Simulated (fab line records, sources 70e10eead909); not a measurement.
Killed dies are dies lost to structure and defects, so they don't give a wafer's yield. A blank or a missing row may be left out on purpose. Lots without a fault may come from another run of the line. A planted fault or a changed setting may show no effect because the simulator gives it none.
A struck lot beside a sound one | flow nand_harc | 13 steps out of a route of 1159
Sound: wafers L947.2, L947.4, L947.6. Struck: wafer L937.4. (L937.3 of the same lot was not struck and is left out.) The cause comes at the end.
At each step with rows: each side's tool, then ch and its chambers, then its first start. Under that, the readings that differ: sound wafers | struck wafers | difference of the means | sigmas: that difference in standard deviations of wafers without a fault.
alike: readings whose means differ by less than 2 such deviations, and words and numbers that are the same on both sides. not compared: withheld readings, readings that some wafer has no value for, bounds like >300 that may hide the same value, and numbers for which the record gives no deviation and whose values overlap.
The two part at a step that has a row with sigmas, a row that says differs or no value, or rows on one side only. Numbers that don't overlap but have no deviation are shown without sigmas and don't part them. A reading that every wafer of one side lacks parts them only if that side has two wafers or more.

first, 5 steps without rows for these wafers: NHARC_A_STAIRCASE_PEB_07 (peb time 130 s); NHARC_A_STAIRCASE_DEVELOP_08 (time 140 s); NHARC_A_STAIRCASE_HARDBAKE_10 (time 140 s); NHARC_A_STAIRCASE_DESCUM_11 (chemistry O2, time 3 s); NHARC_A_STAIRCASE_TRIM_12 (chemistry O2, time 211.2 s).
NHARC_A_STAIRCASE_ETCH_13: etches the open film in C4F8/O2, target depth 100 nm, time 40.5 s.
  sound on rie_diel-05 ch 0,2; struck on rie_diel-05 ch 1
  reading      | sound       | struck | difference | sigmas
  rf_vpp_V (V) | 890 893 890 | 903    | +12        | +2
  alike: oes_product_au
  not compared: rf_hours_counter_h
NHARC_A_STAIRCASE_TRIM_14: chemistry O2, time 211.2 s.
  sound on rie_diel-05 ch 0,2; struck on rie_diel-05 ch 1
  reading                         | sound          | struck | difference | sigmas
  showerhead_plenum_p_Torr (Torr) | 3.37 3.37 3.43 | 3.70   | +0.31      | +2
  alike: drypump_motor_current_A, oes_product_au, rf_vpp_V, throttle_valve_pct
  not compared: rf_hours_counter_h
then, 1 step without rows for these wafers: NHARC_A_STAIRCASE_ETCH_15 (etches the open film in C4F8/O2, target depth 100 nm, time 40.5 s).
NHARC_A_STAIRCASE_TRIM_16: chemistry O2, time 211.2 s.
  sound on rie_diel-05 ch 1,2; struck on rie_diel-05 ch 3
  reading      | sound          | struck | difference | sigmas
  rf_vpp_V (V) | 59.4 57.9 58.6 | 55.7   | -2.9       | -3
  alike: drypump_motor_current_A, oes_product_au, showerhead_plenum_p_Torr, throttle_valve_pct
  not compared: rf_hours_counter_h
NHARC_A_STAIRCASE_ETCH_17: etches the open film in C4F8/O2, target depth 100 nm, time 40.5 s.
  sound on rie_diel-05 ch 0,1; struck on rie_diel-05 ch 3
  alike: oes_product_au, rf_vpp_V
  not compared: rf_hours_counter_h
NHARC_A_STAIRCASE_TRIM_18: chemistry O2, time 211.2 s.
  sound on rie_diel-05 ch 0,2; struck on rie_diel-05 ch 0
  alike: drypump_motor_current_A, oes_product_au, rf_vpp_V, showerhead_plenum_p_Torr, throttle_valve_pct
  not compared: rf_hours_counter_h
NHARC_A_STAIRCASE_ETCH_19: etches the open film in C4F8/O2, target depth 100 nm, time 40.5 s.
  sound on rie_diel-05 ch 0,1,2, day 16 09:56; struck on rie_diel-05 ch 3, day 13 09:18
  reading               | sound             | struck | difference | sigmas
  oes_product_au (a.u.) | 0.952 0.965 0.931 | 0.768  | -0.181     | -13
  alike: rf_vpp_V
  not compared: rf_hours_counter_h
then, 1 step without rows for these wafers: NHARC_END_SORT_01.

WHERE THEY PART
First at NHARC_A_STAIRCASE_ETCH_13; last, within this record, at NHARC_A_STAIRCASE_ETCH_19.

WHY: what the simulator had put in
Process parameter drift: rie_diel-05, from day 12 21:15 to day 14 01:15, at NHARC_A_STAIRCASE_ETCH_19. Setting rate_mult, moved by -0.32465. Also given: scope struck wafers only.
